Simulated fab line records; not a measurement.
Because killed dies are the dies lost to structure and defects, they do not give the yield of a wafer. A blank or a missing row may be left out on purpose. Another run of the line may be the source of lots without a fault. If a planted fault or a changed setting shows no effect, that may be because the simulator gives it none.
What tool caused it?    flow n5Finfet    23 wafers from 9 lots sampled at 5 of the route's 1938 steps

## WHAT EACH GAUGE READ, for each wafer
N5_BEOL_M4_RC_MEAS_101. Usual: DIBL_N 36.2 mV/V, standard deviation 2; DIBL_P 36.1 mV/V, standard deviation 2.4; IOFF_N 0.16 nA/um, standard deviation 0.035; IOFF_P 0.22 nA/um, standard deviation 0.041; ION_N 675 uA/um, standard deviation 14; ION_P 465 uA/um, standard deviation 8.6; SS_N 71.5 mV/dec, standard deviation 0.64; SS_P 73.2 mV/dec, standard deviation 0.76; VT_N 250 mV, standard deviation 3.9; VT_P -249 mV, standard deviation 3.4.
lot   measured      on         DIBL_N (mV/V)   DIBL_P (mV/V)   IOFF_N (nA/um)  IOFF_P (nA/um)  ION_N (uA/um)  ION_P (uA/um)  SS_N (mV/dec)   SS_P (mV/dec)   VT_N (mV)    VT_P (mV)       flag
L898  day 8 07:03   prober-02  38.0 38.1       37.1 37.0       0.19 0.19       0.23 0.22       692 686        470 465        72.1 71.9       73.5 73.8       247 249      -248 -252       
L899  day 8 23:46   prober-01  34.7 35.5 35.6  37.9 37.3 38.7  0.14 0.15 0.15  0.24 0.23 0.26  670 667 663    471 460 470    70.7 71.5 71.1  73.3 73.1 74.4  253 252 251  -247 -249 -245  
L905  day 10 09:42  prober-01  38.1 35.6 39.6  38.1 34.9 39.4  0.19 0.14 0.23  0.27 0.23 0.31  684 669 695    475 472 475    71.7 71.5 72.5  73.3 72.6 74.1  246 253 246  -244 -249 -244  
L906  day 9 21:13   prober-01  35.8 39.1 36.4  36.1 40.4 37.7  0.17 0.22 0.18  0.22 0.29 0.25  674 680 686    459 463 467    72.0 72.4 70.8  72.8 73.6 74.2  245 248 248  -247 -244 -245  
L907  day 10 09:11  prober-02  38.0 37.2       38.3 37.9       0.20 0.18       0.25 0.25       684 673        474 469        70.9 71.1       73.9 73.4       243 245      -247 -247       
L914  day 12 00:33  prober-01  36.6 33.0       37.2 31.7       0.16 0.10       0.23 0.16       677 653        472 453        71.4 71.0       72.4 71.6       249 255      -246 -251       
L915  day 12 08:17  prober-02  34.9 38.7 40.8  33.2 37.5 40.7  0.13 0.19 0.24  0.18 0.24 0.28  677 674 703    466 463 472    70.9 72.2 72.0  72.7 74.4 74.0  251 248 243  -251 -247 -247  
L917  day 13 05:14  prober-02  34.1 36.5       34.6 36.2       0.12 0.16       0.19 0.19       664 652        465 443        71.1 72.1       73.1 74.3       257 251      -251 -254       
L920  day 13 10:43  prober-01  36.4 37.7 38.0  34.9 37.5 37.4  0.14 0.19 0.18  0.19 0.22 0.24  669 682 678    456 464 461    71.8 71.5 72.2  72.9 74.7 74.3  253 247 250  -251 -251 -246  

## EACH LOT AND THE TOOL THAT RAN IT (in order: tool; ch and the chambers of the sampled wafers; start)
lot   N5_DUMMY_GATE_ALD_02             N5_DUMMY_GATE_DESCUM_20           N5_DUMMY_GATE_ETCH_44           N5_DUMMY_GATE_ETCH_42
L898  aldSin-01 ch 0,1, day 2 14:34    rieDiel-02 ch 0,3, day 3 04:38    rieSi-03 ch 0,2, day 3 05:24    rieDiel-02 ch 1,3, day 3 05:40
L899  aldSin-01 ch 1,2,3, day 2 19:41  rieDiel-05 ch 2,3, day 3 07:23    rieSi-06 ch 0,3, day 3 08:09    rieDiel-05 ch 1,2,3, day 3 08:22
L905  aldSin-01 ch 0,1, day 4 09:25    rieDiel-02 ch 1,3, day 4 17:55    rieSi-06 ch 1,2,3, day 4 18:40  rieDiel-05 ch 2,3, day 4 18:58
L906  aldSin-04 ch 0,1,3, day 4 12:35  rieDiel-02 ch 0,1,2, day 4 21:10  rieSi-03 ch 0,1,3, day 4 21:55  rieDiel-05 ch 0,1,3, day 4 22:04
L907  aldSin-01 ch 3, day 4 20:49      rieDiel-06 ch 0,2, day 5 05:28    rieSi-01 ch 0,2, day 5 06:29    rieDiel-02 ch 0, day 5 06:44
L914  aldSin-01 ch 0,3, day 6 13:02    rieDiel-05 ch 0,1, day 6 21:40    rieSi-06 ch 0,1, day 6 22:39    rieDiel-06 ch 1, day 6 22:53
L915  aldSin-03 ch 2,3, day 6 22:14    rieDiel-02 ch 1,2, day 7 07:05    rieSi-03 ch 0,1,3, day 7 07:51  rieDiel-06 ch 0,2,3, day 7 08:01
L917  aldSin-04 ch 1,3, day 7 10:20    rieDiel-06 ch 1,2, day 7 18:59    rieSi-06 ch 0,2, day 7 19:44    rieDiel-05 ch 2,3, day 7 19:54
L920  aldSin-01 ch 0,1,2, day 8 01:11  rieDiel-05 ch 0,1, day 8 11:40    rieSi-03 ch 0,1,3, day 8 12:35  rieDiel-05 ch 0,1,3, day 8 12:53
- N5_DUMMY_GATE_ALD_02: deposits SiO2, target thk 2 nm, pulse time 1 s.
- N5_DUMMY_GATE_DESCUM_20: chemistry O2, time 6.2 s.
- N5_DUMMY_GATE_ETCH_44: etches poly-Si in HBr/O2, stops on SiO2, target depth 127.5 nm.
- N5_DUMMY_GATE_ETCH_42: etches SiO2 in CHF3/O2, target depth 3.5 nm, time 31 s.

## AS READ BY THE TOOLS THEMSELVES (means over the sampled wafers that have a number; for cases with no such wafer, the mark the record gives instead)
N5_DUMMY_GATE_ALD_02. Usual: chamberPressureTorr 2.000 Torr, standard deviation 0.0047; heaterPowerOuterW 250 W, standard deviation 24; heaterPowerW 454 W, standard deviation 37; precursorPulseHeightRel 1.000, standard deviation 0.019.
lot   tool       chamberPressureTorr (Torr)  heaterPowerOuterW (W)  heaterPowerW (W)  precursorPulseHeightRel  flag
L898  aldSin-01  1.996                       223                    429               0.982                    
L899  aldSin-01  2.002                       234                    420               0.987                    
L905  aldSin-01  1.997                       227                    448               0.985                    
L906  aldSin-04  1.997                       270                    471               1.009                    
L907  aldSin-01  2.002                       226                    393               0.992                    
L914  aldSin-01  2.008                       228                    439               0.999                    
L915  aldSin-03  2.007                       263                    473               1.007                    
L917  aldSin-04  1.998                       282                    491               1.002                    
L920  aldSin-01  2.003                       240                    446               0.999                    

N5_DUMMY_GATE_DESCUM_20. Usual: drypumpMotorCurrentA 5.8 A, standard deviation 0.35; oesProductAu 0.80 a.u., standard deviation 0.076; rfVppV 242.9 V, standard deviation 1.5; showerheadPlenumPTorr 2.08 Torr, standard deviation 0.08; throttleValvePct 20.4 %, standard deviation 0.31.
lot   tool        drypumpMotorCurrentA (A)  oesProductAu (a.u.)  rfVppV (V)  showerheadPlenumPTorr (Torr)  throttleValvePct (%)  flag
L898  rieDiel-02  5.7                       0.85                 242.6       2.06                          20.2                  
L899  rieDiel-05  5.9                       0.80                 243.3       2.09                          20.3                  
L905  rieDiel-02  6.1                       0.77                 241.7       2.02                          20.4                  
L906  rieDiel-02  5.7                       0.79                 243.3       2.11                          20.4                  
L907  rieDiel-06  5.9                       0.86                 244.1       2.17                          20.3                  
L914  rieDiel-05  5.5                       0.81                 241.9       2.04                          20.6                  
L915  rieDiel-02  5.9                       0.74                 243.2       2.07                          20.5                  
L917  rieDiel-06  5.7                       0.75                 243.9       2.08                          20.4                  
L920  rieDiel-05  5.5                       0.78                 242.3       2.04                          20.9                  

N5_DUMMY_GATE_ETCH_44. Usual: O2_flow_sccm 10.000 sccm, standard deviation 0.029; drypumpMotorCurrentA 5.79 A, standard deviation 0.28; oesProductAu 0.728 a.u., standard deviation 0.012; throttleValvePct 18.44 %, standard deviation 0.18.
lot   tool      O2_flow_sccm (sccm)  drypumpMotorCurrentA (A)  oesProductAu (a.u.)  throttleValvePct (%)  flag
L898  rieSi-03  9.985                5.55                      0.708                18.22                 
L899  rieSi-06  10.003               5.78                      0.737                18.60                 
L905  rieSi-06  10.028               5.58                      0.735                18.34                 
L906  rieSi-03  9.966                5.91                      0.734                18.43                 
L907  rieSi-01  9.976                5.83                      0.731                18.43                 
L914  rieSi-06  9.992                5.95                      0.730                18.56                 
L915  rieSi-03  9.988                5.90                      0.728                18.44                 
L917  rieSi-06  10.009               5.87                      0.726                18.45                 
L920  rieSi-03  10.002               5.92                      0.736                18.44                 

N5_DUMMY_GATE_ETCH_42. Usual: CHF3_flow_sccm 50.03 sccm, standard deviation 0.15; O2_flow_sccm 5.001 sccm, standard deviation 0.014; drypumpMotorCurrentA 5.8 A, standard deviation 0.34; oes_o_777_au 0.81 a.u., standard deviation 0.078; oesProductAu 0.81 a.u., standard deviation 0.078; rfVppV 42.4 V, standard deviation 1.1; showerheadPlenumPTorr 2.39 Torr, standard deviation 0.1; throttleValvePct 18.75 %, standard deviation 0.29.
lot   tool        CHF3_flow_sccm (sccm)  O2_flow_sccm (sccm)  drypumpMotorCurrentA (A)  oes_o_777_au (a.u.)  oesProductAu (a.u.)  rfVppV (V)  showerheadPlenumPTorr (Torr)  throttleValvePct (%)  flag
L898  rieDiel-02  49.95                  4.997                6.1                       0.81                 0.82                 42.7        2.33                          18.62                 
L899  rieDiel-05  49.90                  4.996                5.8                       0.78                 0.78                 42.9        2.36                          18.94                 
L905  rieDiel-05  50.07                  4.977                6.0                       0.77                 1.02                 42.6        2.34                          18.70                 
L906  rieDiel-05  49.87                  4.995                5.6                       0.82                 1.04                 43.2        2.41                          18.92                 
L907  rieDiel-02  50.02                  4.982                5.3                       0.80                 0.78                 41.3        2.39                          18.63                 
L914  rieDiel-06  50.00                  4.986                5.8                       0.72                 0.72                 42.0        2.30                          19.09                 
L915  rieDiel-06  49.89                  5.001                6.1                       0.88                 0.86                 41.1        2.44                          18.52                 
L917  rieDiel-05  50.15                  5.022                6.0                       0.74                 0.76                 42.6        2.38                          18.85                 
L920  rieDiel-05  49.94                  4.987                5.6                       0.79                 0.80                 43.1        2.40                          18.97                 

## THE ANSWER, worked out from the rows above alone
Rule: lot off if the mean of its wafers having a number is beyond 3 standard deviations from the usual mean. A lot without any number at a reading at which 4 lots or more have one is off too. Where the step has rows for the other lots, those lots are counted as sound. After the gauges, taken in route order, come the tools' own readings; for these a lot's mean is taken, as printed above. The first step at which some lot is off is used, and at that step the reading that is off furthest; a lot without a number counts as furthest.
Across all readings shown, no lot is off: no conclusion can be drawn from this.

## WHAT WAS PUT IN BY THE SIMULATOR
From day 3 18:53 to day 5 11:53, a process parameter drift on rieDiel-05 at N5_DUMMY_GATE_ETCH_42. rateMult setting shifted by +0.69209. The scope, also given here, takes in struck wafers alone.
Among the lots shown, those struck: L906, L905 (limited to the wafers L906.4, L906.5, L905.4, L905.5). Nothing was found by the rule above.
